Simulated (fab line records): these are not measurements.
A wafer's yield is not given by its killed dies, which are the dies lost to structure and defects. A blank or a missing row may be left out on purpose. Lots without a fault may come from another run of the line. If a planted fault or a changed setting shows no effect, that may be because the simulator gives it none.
fab line records    flow nand_harc    part 1 of 2: steps 1 to 31 of 43
record: lots: 5  wafers: 15  last_day: 31
route steps=1302 shown P_BONDPAD@376 A_START@389 A_ZERO_WELL@390 A_SOURCE_PLATE@413
lots that met no fault: taken from a fault-free run of the same line
start_h: hours from the record's first day to the start of the lot's first wafer shown    wait_h: hours elapsed since this lot's preceding step    " repeats the value in the row above    L1.1+2: one row covering several wafers at once    - no value, or no start given    * or withheld: withheld    < > ~ a bound
route shown NAME@n: NAME is a module with steps in the file, n the number in the route of the first one    usual: the fault-free wafers' mean and standard deviation    same: alike in all rows    chamber/n: place in a boat    sites: the reading at each site    _std_site: standard deviation of those values    _edge_site: the outer-site mean with the inner-site mean subtracted    radius_mm: for every site, how far away it sits from the centre of the wafer    mask NAME#n: copy n    behind: the last tool/chamber to shape the wafer    hold: what put the lot on hold/how long, in hours/how the hold closed    device: transistor that didn't switch, given as n, p or np    end of line: tests of these same wafers at the route's end    where a step has no rows: the recipe by itself    killed: count of dies lost to structure and defects at first sort (not the wafer's yield)    map: a wafer's dies, x killed, . not, _ none there
set.NAME: the setting as run; set.NAME@STEP: as run at that earlier step    model.NAME: the simulator's own value behind a step, which no gauge read
lots seen at some steps along the route; tables by step, rows by wafer
services: the hour from which a tool's chamber was out of use, counted from the record's first day as start_h (under 0 if before that day), plus the number of hours and why
== steps ==
step: NHARC_P_BONDPAD_PVD_17
recipe: target_thk_a: 50  bias_v: 168.6  power_w: 15000  chamber_pressure_pa: 0.12  time_s: 8.06  substrate_temp_c: 50  material: TaN
usual: throttle_valve_pct: 30.1/0.99
lot.wafer  tool            chamber  start_h  wait_h  throttle_valve_pct
L077.4     pvd_sputter-02  -        -        -       28.2
L077.1     "               -        "        "       30.9
L077.5     "               -        "        "       30.2
L078.2     pvd_sputter-01  -        -        -       29.2
L078.4     "               -        "        "       31.0
L078.5     "               -        "        "       31.0
L080.4     pvd_sputter-01  -        -        -       28.9
L080.1     "               -        "        "       29.2
L080.2     "               -        "        "       31.4
L083.3     pvd_sputter-03  -        -        -       31.4
L083.2     "               -        "        "       30.2
L083.6     "               -        "        "       30.6
L090.1     pvd_sputter-01  -        -        -       30.2
L090.4     "               -        "        "       29.0
L090.6     "               -        "        "       31.5
step: NHARC_P_BONDPAD_PVD_27
recipe: target_thk_a: 300  chamber_pressure_pa: 5  power_w: 5000  substrate_temp_c: 30  time_s: 20.49  material: Cu
usual: throttle_valve_pct: 30.1/1
lot.wafer  tool            chamber  start_h  wait_h  throttle_valve_pct
L077.4     pvd_sputter-02  -        -        -       30.5
L077.1     "               -        "        "       28.5
L077.5     "               -        "        "       30.6
L078.4     pvd_sputter-01  -        -        -       28.9
L078.2     "               -        "        "       31.3
L078.5     "               -        "        "       31.0
L080.2     pvd_sputter-01  -        -        -       29.2
L080.1     "               -        "        "       31.4
L080.4     "               -        "        "       29.0
L083.2     pvd_sputter-03  -        -        -       30.5
L083.3     "               -        "        "       30.7
L083.6     "               -        "        "       30.5
L090.4     pvd_sputter-01  -        -        -       29.3
L090.1     "               -        "        "       31.3
L090.6     "               -        "        "       28.9
step: NHARC_P_BONDPAD_ECD_18
recipe: target_thk_a: 4000  bath_temp_c: 25  material: Cu
lot.wafer   tool       chamber  start_h  wait_h
L077.1+4+5  ecd_cu-02  1,0,1    164.95   -
L078.2+4+5  ecd_cu-02  1,1,0    180.39   -
L080.1+2+4  ecd_cu-02  1,0,0    192.83   -
L083.2+3+6  ecd_cu-02  0        229.19   -
L090.1+4+6  ecd_cu-02  1,0,0    298.39   -
step: NHARC_P_BONDPAD_ANNEAL_28
recipe: temp_c: 225  time_s: 90
usual: wafer_temp_C_max: 226.17/0.26
lot.wafer  tool           chamber  start_h  wait_h  wafer_temp_C_max
L077.1     rtp_anneal-02  0        165.33   0.3     226.41
L077.4     "              0        "        "       225.92
L077.5     "              0        "        "       226.10
L078.2     rtp_anneal-01  0        180.77   -       226.46
L078.4     "              0        "        "       226.65
L078.5     "              0        "        "       226.28
L080.1     rtp_anneal-02  0        193.20   -       226.42
L080.2     "              0        "        "       226.18
L080.4     "              0        "        "       226.06
L083.2     rtp_anneal-02  0        229.57   0.3     226.12
L083.3     "              0        "        "       226.29
L083.6     "              0        "        "       225.71
L090.1     rtp_anneal-02  0        298.72   -       226.12
L090.4     "              0        "        "       226.56
L090.6     "              0        "        "       226.48
step: NHARC_P_BONDPAD_CMP_19
recipe: t_overpolish_s: 30  cu_recess_touch_s: 16  target_thk_nm: 160.81
usual: motor_current_A: 12.5/1.2  overpolish_run_s: 30.000/0.0091
lot.wafer  tool    chamber  start_h  wait_h  motor_current_A  overpolish_run_s
L077.1     cmp-04  3        165.67   -       11.2             29.997
L077.4     "       2        "        "       10.7             29.994
L077.5     "       3        "        "       11.8             30.005
L078.2     cmp-04  3        181.10   -       11.6             30.015
L078.4     "       1        "        "       12.8             29.991
L078.5     "       3        "        "       11.5             29.999
L080.2     cmp-01  2        193.54   -       14.3             29.994
L080.4     "       3        "        "       12.1             30.008
L080.1     "       1        "        "       11.9             29.992
L083.2     cmp-04  0        229.93   -       13.8             29.999
L083.3     "       1        "        "       13.6             30.003
L083.6     "       3        "        "       11.7             30.006
L090.4     cmp-04  2        299.06   -       11.0             29.993
L090.1     "       3        "        "       11.7             29.998
L090.6     "       3        "        "       11.2             30.001
step: NHARC_P_BONDPAD_THK_MEAS_20
recipe: thk_meas_gauge: xrf
usual: thk_nm: 159.9/1.3
lot.wafer  tool           chamber  start_h  wait_h  thk_nm
L077.1     film_metro-02  -        165.99   -       159.8
L077.4     "              -        "        "       158.9
L077.5     "              -        "        "       159.0
L078.2     film_metro-02  -        181.39   -       159.5
L078.4     "              -        "        "       160.5
L078.5     "              -        "        "       159.5
L080.1     film_metro-02  -        193.86   -       158.8
L080.2     "              -        "        "       158.0
L080.4     "              -        "        "       160.6
L083.2     film_metro-02  -        230.19   -       161.3
L083.3     "              -        "        "       160.2
L083.6     "              -        "        "       161.9
L090.1     film_metro-02  -        299.38   -       159.5
L090.4     "              -        "        "       160.9
L090.6     "              -        "        "       160.7
step: NHARC_P_BONDPAD_SRD_21
recipe: time_s: 30  temp_c: 23  dry_time_s: 20  spin_rpm: 1500
lot.wafer   tool          chamber  start_h  wait_h
L077.4+1+5  wet_bench-10  0,3,5    166.03   0.0
L078.5+4+2  wet_bench-10  4,5,6    181.44   0.0
L080.2+4+1  wet_bench-08  7,2,3    193.91   0.0
L083.6+2+3  wet_bench-08  4,7,1    230.23   0.0
L090.4+1+6  wet_bench-10  2,5,6    299.43   0.0
step: NHARC_P_BONDPAD_INSPECT_23
usual: raw_defect_count: 347/120
lot.wafer  tool               chamber  start_h  wait_h  raw_defect_count
L077.1     defect_inspect-01  -        166.20   0.0     356
L077.4     "                  -        "        "       282
L077.5     "                  -        "        "       287
L078.2     defect_inspect-02  -        181.61   0.0     284
L078.4     "                  -        "        "       208
L078.5     "                  -        "        "       260
L080.1     defect_inspect-02  -        194.08   0.0     527
L080.2     "                  -        "        "       425
L080.4     "                  -        "        "       314
L083.2     defect_inspect-02  -        230.40   0.0     398
L083.3     "                  -        "        "       369
L083.6     "                  -        "        "       462
L090.1     defect_inspect-02  -        299.59   0.0     608
L090.4     "                  -        "        "       614
L090.6     "                  -        "        "       549
step: NHARC_P_BONDPAD_ACTIVATE_29
recipe: time_s: 60  n2_flow_sccm: 200  ar_flow_sccm: 0  bias_power_w: 0  chemistry: N2
usual: drypump_motor_current_A: 5.7/0.51  oes_product_au: 0.996/0.011  rf_vpp_V: 64.1/0.88  showerhead_plenum_p_Torr: 1.76/0.066
lot.wafer  tool         chamber  start_h  wait_h  drypump_motor_current_A  oes_product_au  rf_hours_counter_h  rf_vpp_V  showerhead_plenum_p_Torr
L077.4     rie_diel-02  0        166.26   0.1     6.2                      0.993           2.7                 63.8      1.67
L077.1     "            2        "        "       4.9                      1.002           2.5                 64.3      1.72
L077.5     "            1        "        "       5.5                      0.993           -                   65.5      1.81
L078.4     rie_diel-03  3        181.69   0.1     5.7                      1.002           5.2                 63.6      1.78
L078.2     "            1        "        "       5.7                      0.993           5.5                 64.4      1.70
L078.5     "            3        "        "       5.7                      1.003           -                   65.6      1.78
L080.2     rie_diel-02  0        194.15   0.1     6.2                      0.990           3.5                 63.7      1.67
L080.4     "            2        "        "       4.9                      0.984           3.5                 64.1      1.72
L080.1     "            3        "        "       5.5                      0.987           4.0                 63.6      1.79
L083.2     rie_diel-02  3        230.46   0.1     5.5                      1.013           0.1                 64.1      1.79
L083.3     "            0        "        "       6.2                      1.007           0.1                 64.2      1.67
L083.6     "            0        "        "       6.2                      1.004           -                   63.6      1.67
L090.1     rie_diel-03  2        299.68   0.1     6.2                      0.982           0.3                 64.2      1.68
L090.4     "            3        "        "       5.7                      0.992           0.3                 62.8      1.78
L090.6     "            1        "        "       5.7                      0.980           -                   64.0      1.70
step: NHARC_P_BONDPAD_PRECLEAN_30
recipe: time_s: 300  temp_c: 23  chemistry: DIW
lot.wafer   tool          chamber  start_h  wait_h
L077.4+1+5  wet_bench-10  2,5,7    166.42   0.1
L078.5+4+2  wet_bench-08  2,3,7    181.83   0.1
L080.4+1+2  wet_bench-10  5,6,0    194.32   0.1
L083.2+3+6  wet_bench-10  2,3,5    230.67   0.2
L090.1+6+4  wet_bench-10  5,6,7    299.82   0.1
step: NHARC_P_BONDPAD_SRD_31
recipe: time_s: 30  temp_c: 23  dry_time_s: 20  spin_rpm: 1500
lot.wafer   tool          chamber  start_h  wait_h
L077.4+1+5  wet_bench-10  2,5,7    -        -
L078.5+4+2  wet_bench-08  2,3,7    -        -
L080.4+1+2  wet_bench-10  5,6,0    -        -
L083.2+3+6  wet_bench-10  2,3,5    -        -
L090.1+6+4  wet_bench-10  5,6,7    -        -
step: NHARC_A_START_INSPECT_01
usual: raw_defect_count: 3.8/2.2
lot.wafer  tool               chamber  start_h  wait_h  raw_defect_count
L077.1     defect_inspect-02  -        166.67   -       0
L077.4     "                  -        "        "       4
L077.5     "                  -        "        "       5
L078.2     defect_inspect-01  -        182.08   -       4
L078.4     "                  -        "        "       6
L078.5     "                  -        "        "       4
L080.1     defect_inspect-02  -        194.55   -       1
L080.2     "                  -        "        "       4
L080.4     "                  -        "        "       4
L083.2     defect_inspect-01  -        230.96   -       5
L083.3     "                  -        "        "       2
L083.6     "                  -        "        "       3
L090.1     defect_inspect-01  -        300.06   -       0
L090.4     "                  -        "        "       3
L090.6     "                  -        "        "       6
step: NHARC_A_ZERO_WELL_PRECLEAN_00
recipe: time_s: 600  temp_c: 120  chemistry: SPM
lot.wafer   tool          chamber  start_h  wait_h
L077.1+4+5  wet_bench-03  7,2,3    166.75   0.1
L078.5+2+4  wet_bench-02  2,3,5    182.18   0.1
L080.4+1+2  wet_bench-02  7,1,3    194.64   0.1
L083.3+2+6  wet_bench-07  7,3,4    231.04   0.1
L090.4+1+6  wet_bench-02  0,2,5    300.15   0.1
step: NHARC_A_ZERO_WELL_SRD_01
lot.wafer   tool          chamber  start_h  wait_h
L077.1+4+5  wet_bench-03  7,2,3    -        -
L078.5+2+4  wet_bench-02  2,3,5    -        -
L080.4+1+2  wet_bench-02  7,1,3    -        -
L083.3+2+6  wet_bench-07  7,3,4    -        -
L090.4+1+6  wet_bench-02  0,2,5    -        -
step: NHARC_A_ZERO_WELL_DEHYDRATE_02
recipe: temp_c: 150  time_s: 120
lot.wafer   tool            chamber  start_h  wait_h
L077.1+4+5  litho_track-03  0        167.06   -
L078.2+4+5  litho_track-03  0        182.47   -
L080.1+2+4  litho_track-02  0        194.95   -
L083.2+3+6  litho_track-07  0        231.35   -
L090.1+4+6  litho_track-03  0        300.46   -
step: NHARC_A_ZERO_WELL_HMDS_03
recipe: time_s: 30
lot.wafer   tool            chamber  start_h  wait_h
L077.1+4+5  litho_track-03  0        -        -
L078.2+4+5  litho_track-03  0        -        -
L080.1+2+4  litho_track-02  0        -        -
L083.2+3+6  litho_track-07  0        -        -
L090.1+4+6  litho_track-03  0        -        -
step: NHARC_A_ZERO_WELL_COAT_18
recipe: temp_c: 200  time_s: 65
lot.wafer   tool            chamber  start_h  wait_h
L077.1+4+5  litho_track-03  0        -        -
L078.2+4+5  litho_track-03  0        -        -
L080.1+2+4  litho_track-02  0        -        -
L083.2+3+6  litho_track-07  0        -        -
L090.1+4+6  litho_track-03  0        -        -
step: NHARC_A_ZERO_WELL_COAT_04
recipe: spin_rpm: 2000  resist_thk_nm: 600
lot.wafer   tool            chamber  start_h  wait_h
L077.1+4+5  litho_track-03  0        -        -
L078.2+4+5  litho_track-03  0        -        -
L080.1+2+4  litho_track-02  0        -        -
L083.2+3+6  litho_track-07  0        -        -
L090.1+4+6  litho_track-03  0        -        -
step: NHARC_A_ZERO_WELL_SOFTBAKE_05
recipe: temp_c: 125  time_s: 70
lot.wafer   tool            chamber  start_h  wait_h
L077.1+4+5  litho_track-03  0        -        -
L078.2+4+5  litho_track-03  0        -        -
L080.1+2+4  litho_track-02  0        -        -
L083.2+3+6  litho_track-07  0        -        -
L090.1+4+6  litho_track-03  0        -        -
step: NHARC_A_ZERO_WELL_EBR_06
lot.wafer   tool            chamber  start_h  wait_h
L077.1+4+5  litho_track-03  0        -        -
L078.2+4+5  litho_track-03  0        -        -
L080.1+2+4  litho_track-02  0        -        -
L083.2+3+6  litho_track-07  0        -        -
L090.1+4+6  litho_track-03  0        -        -
step: NHARC_A_ZERO_WELL_EXPOSE_07
recipe: na: 0.55  dose_mj: 33.85  mask_id: A_ZERO
usual: reticle_temp_C: 22.97/0.096
lot.wafer  tool            chamber  start_h  wait_h  mask      reticle_temp_C
L077.1     krf_scanner-03  0        167.23   -       A_ZERO#0  22.94
L077.4     "               0        "        "       A_ZERO#0  22.95
L077.5     "               0        "        "       A_ZERO#0  22.89
L078.2     krf_scanner-01  0        182.77   -       A_ZERO#0  22.97
L078.4     "               0        "        "       A_ZERO#0  23.04
L078.5     "               0        "        "       A_ZERO#0  23.10
L080.1     krf_scanner-02  0        195.24   -       A_ZERO#0  22.81
L080.2     "               0        "        "       A_ZERO#0  23.07
L080.4     "               0        "        "       A_ZERO#0  23.02
L083.2     krf_scanner-01  0        231.52   -       A_ZERO#0  22.91
L083.3     "               0        "        "       A_ZERO#0  22.90
L083.6     "               0        "        "       A_ZERO#0  22.89
L090.1     krf_scanner-03  0        300.75   -       A_ZERO#0  22.88
L090.4     "               0        "        "       A_ZERO#0  22.96
L090.6     "               0        "        "       A_ZERO#0  22.99
step: NHARC_A_ZERO_WELL_PEB_08
recipe: peb_temp_c: 128  peb_time_s: 80
lot.wafer   tool            chamber  start_h  wait_h
L077.1+4+5  litho_track-07  0        167.29   0.1
L078.2+4+5  litho_track-03  0        182.83   0.1
L080.1+2+4  litho_track-07  0        195.30   0.1
L083.2+3+6  litho_track-07  0        231.59   0.1
L090.1+4+6  litho_track-07  0        300.82   0.1
step: NHARC_A_ZERO_WELL_DEVELOP_09
recipe: time_s: 50  dev_temp_c: 22
lot.wafer   tool            chamber  start_h  wait_h
L077.1+4+5  litho_track-07  0        -        -
L078.2+4+5  litho_track-03  0        -        -
L080.1+2+4  litho_track-07  0        -        -
L083.2+3+6  litho_track-07  0        -        -
L090.1+4+6  litho_track-07  0        -        -
step: NHARC_A_ZERO_WELL_CD_MEAS_10
recipe: target_cd_nm: 2000  landing_energy_ev: 500
usual: cd_nm: 1999.5/1.8
lot.wafer  tool       chamber  start_h  wait_h  cd_nm
L077.1     cd_sem-01  0        167.38   -       1999.4
L077.4     "          0        "        "       1999.6
L077.5     "          0        "        "       1999.1
L078.2     cd_sem-02  0        182.92   -       2001.1
L078.4     "          0        "        "       1999.7
L078.5     "          0        "        "       1999.1
L080.1     cd_sem-01  0        195.39   -       2000.0
L080.2     "          0        "        "       2000.6
L080.4     "          0        "        "       2000.9
L083.2     cd_sem-02  0        231.67   -       2002.5
L083.3     "          0        "        "       2002.8
L083.6     "          0        "        "       2001.4
L090.1     cd_sem-03  0        300.90   -       2001.2
L090.4     "          0        "        "       1996.2
L090.6     "          0        "        "       1997.0
step: NHARC_A_ZERO_WELL_HARDBAKE_11
recipe: temp_c: 118  time_s: 65
lot.wafer   tool            chamber  start_h  wait_h
L077.1+4+5  litho_track-03  0        167.46   -
L078.2+4+5  litho_track-07  0        183.00   -
L080.1+2+4  litho_track-07  0        195.47   -
L083.2+3+6  litho_track-07  0        231.75   -
L090.1+4+6  litho_track-03  0        300.98   -
step: NHARC_A_ZERO_WELL_DESCUM_12
recipe: time_s: 3  o2_flow_sccm: 200  ar_flow_sccm: 0  bias_power_w: 0  chemistry: O2
usual: drypump_motor_current_A: 5.9/0.35  oes_product_au: 1.000/0.0087  rf_vpp_V: 57.4/0.89  showerhead_plenum_p_Torr: 1.85/0.049  throttle_valve_pct: 11.311/0.0098
lot.wafer  tool         chamber  start_h  wait_h  drypump_motor_current_A  oes_product_au  rf_hours_counter_h  rf_vpp_V  showerhead_plenum_p_Torr  throttle_valve_pct
L077.4     rie_diel-06  2        167.55   -       5.8                      1.009           1                   57.8      1.86                      11.317
L077.1     "            0        "        "       6.3                      1.002           1                   56.7      1.80                      11.316
L077.5     "            2        "        "       5.8                      1.005           -                   58.7      1.86                      11.315
L078.2     rie_diel-06  2        183.07   -       5.9                      0.995           1                   56.2      1.86                      11.315
L078.4     "            0        "        "       6.3                      0.997           1                   56.6      1.80                      11.318
L078.5     "            3        "        "       5.9                      1.001           -                   58.2      1.85                      11.304
L080.4     rie_diel-06  2        195.54   -       5.9                      0.988           1                   57.9      1.86                      11.316
L080.2     "            3        "        "       5.9                      1.004           1                   55.3      1.85                      11.298
L080.1     "            0        "        "       6.3                      0.993           1                   58.5      1.80                      11.326
L083.2     rie_diel-06  3        231.84   -       5.9                      0.997           3                   59.7      1.85                      11.318
L083.3     "            0        "        "       6.3                      1.016           3                   58.9      1.80                      11.312
L083.6     "            3        "        "       5.9                      1.004           -                   56.6      1.85                      11.316
L090.1     rie_diel-06  0        301.08   -       6.3                      0.998           5                   56.4      1.80                      11.296
L090.4     "            1        "        "       5.4                      0.996           4                   57.1      1.79                      11.291
L090.6     "            2        "        "       5.8                      0.996           -                   57.2      1.86                      11.310
step: NHARC_A_ZERO_WELL_ETCH_19
recipe: target_depth_a: 800  overetch_a: 240  time_s: 87.88  ion_energy_ev: 200  n2_flow_sccm: 150  h2_flow_sccm: 150  ar_flow_sccm: 0  rf_w: 400  bias_w: 150  chemistry: N2/H2
usual: drypump_motor_current_A: 5.9/0.34  oes_product_au: 1.000/0.0082  rf_vpp_V: 428.7/1.7  showerhead_plenum_p_Torr: 1.98/0.054  throttle_valve_pct: 14.172/0.0095
lot.wafer  tool         chamber  start_h  wait_h  drypump_motor_current_A  oes_product_au  rf_hours_counter_h  rf_vpp_V  showerhead_plenum_p_Torr  throttle_valve_pct
L077.1     rie_diel-06  0        167.62   0.1     6.3                      0.995           1                   426.5     1.92                      14.194
L077.4     "            2        "        "       5.8                      1.002           1                   427.5     1.98                      14.166
L077.5     "            1        "        "       5.5                      0.994           -                   427.1     1.90                      14.163
L078.2     rie_diel-06  3        183.16   0.1     5.9                      0.992           1                   428.2     1.98                      14.182
L078.4     "            0        "        "       6.3                      0.986           1                   426.2     1.92                      14.159
L078.5     "            2        "        "       5.8                      0.997           -                   429.2     1.98                      14.172
L080.1     rie_diel-06  1        195.63   0.1     5.4                      0.995           1                   426.7     1.90                      14.175
L080.2     "            2        "        "       5.9                      1.007           1                   429.5     1.98                      14.177
L080.4     "            0        "        "       6.3                      1.002           1                   427.8     1.92                      14.158
L083.3     rie_diel-06  2        231.91   0.1     5.9                      1.012           3                   427.3     1.98                      14.161
L083.2     "            0        "        "       6.3                      1.004           3                   428.0     1.92                      14.179
L083.6     "            2        "        "       5.9                      1.005           -                   429.2     1.98                      14.166
L090.4     rie_diel-06  3        301.15   0.1     5.9                      0.998           5                   428.7     1.97                      14.184
L090.1     "            0        "        "       6.3                      1.008           5                   428.0     1.91                      14.171
L090.6     "            3        "        "       5.9                      1.009           -                   428.8     1.97                      14.187
step: NHARC_A_ZERO_WELL_ETCH_13
recipe: target_depth_a: 1200  time_s: 40.1  hbr_flow_sccm: 150  cl2_flow_sccm: 50  rf_w: 400  icp_w: 400  bias_w: 100  chemistry: HBr/Cl2
usual: drypump_motor_current_A: 5.7/0.32  he_backside_leak_sccm: 2.69/0.25  mfc_cl2_sccm: 50.00/0.16  oes_product_au: 1.000/0.0098  throttle_valve_pct: 26.404/0.0093
lot.wafer  tool       chamber  start_h  wait_h  drypump_motor_current_A  he_backside_leak_sccm  mfc_cl2_sccm  oes_product_au  rf_hours_counter_h  throttle_valve_pct
L077.1     rie_si-05  0        167.74   -       5.3                      2.31                   50.18         1.008           0.3                 26.409
L077.5     "          0        "        "       5.3                      2.30                   50.02         1.013           -                   26.408
L077.4     "          2        "        "       5.7                      2.66                   49.93         1.007           -                   26.411
L078.4     rie_si-05  1        183.28   -       5.7                      2.91                   49.94         1.008           0.1                 26.422
L078.2     "          3        "        "       6.0                      2.44                   50.11         0.998           0.5                 26.392
L078.5     "          1        "        "       5.7                      2.93                   50.05         1.000           -                   26.411
L080.4     rie_si-05  2        195.76   -       5.7                      2.90                   50.09         1.000           0.5                 26.399
L080.2     "          3        "        "       6.0                      2.47                   49.67         0.997           0.5                 26.395
L080.1     "          0        "        "       5.3                      2.35                   50.07         0.998           0.5                 26.409
L083.2     rie_si-06  0        232.04   -       6.3                      2.79                   50.08         1.006           0.8                 26.424
L083.3     "          1        "        "       5.9                      2.89                   50.34         0.996           0.9                 26.401
L083.6     "          0        "        "       6.3                      2.70                   49.82         1.005           -                   26.411
L090.1     rie_si-06  1        301.29   -       5.9                      2.66                   50.11         0.995           0.2                 26.407
L090.4     "          2        "        "       5.4                      3.24                   49.81         1.008           0.2                 26.386
L090.6     "          3        "        "       5.3                      2.32                   49.93         0.993           -                   26.404
step: NHARC_A_ZERO_WELL_STRIP_14
recipe: time_s: 900  temp_c: 130  chemistry: SPM
lot.wafer   tool          chamber  start_h  wait_h
L077.1+4+5  wet_bench-03  5,6,0    167.94   -
L078.5+4+2  wet_bench-03  4,6,7    183.44   -
L080.1+4+2  wet_bench-07  5,7,0    195.90   -
L083.2+3+6  wet_bench-02  0,3,4    232.19   -
L090.1+6+4  wet_bench-03  7,0,4    301.41   -
step: NHARC_A_ZERO_WELL_IMPLANT_15
recipe: energy_kev: 150  dose_cm2: 1e+13  tilt_deg: 7
same: implant_ion_amu: 11
lot.wafer   tool          chamber  start_h  wait_h
L077.1+4+5  implanter-02  0        168.32   0.1
L078.2+4+5  implanter-01  0        183.85   0.1
L080.1+2+4  implanter-02  0        196.30   0.1
L083.2+3+6  implanter-02  0        232.62   0.1
L090.1+4+6  implanter-01  0        301.82   0.1
step: NHARC_A_ZERO_WELL_PRECLEAN_22
recipe: time_s: 60  temp_c: 50  bath_age_min: 0  chemistry: SC1
lot.wafer   tool          chamber  start_h  wait_h
L077.1+4+5  wet_bench-02  2,5,6    168.53   0.2
L078.5+2+4  wet_bench-03  3,6,7    184.04   0.1
L080.4+2+1  wet_bench-02  4,5,7    196.52   0.1
L083.2+3+6  wet_bench-03  5,7,0    232.81   0.2
L090.4+1+6  wet_bench-03  0,1,2    302.05   0.1
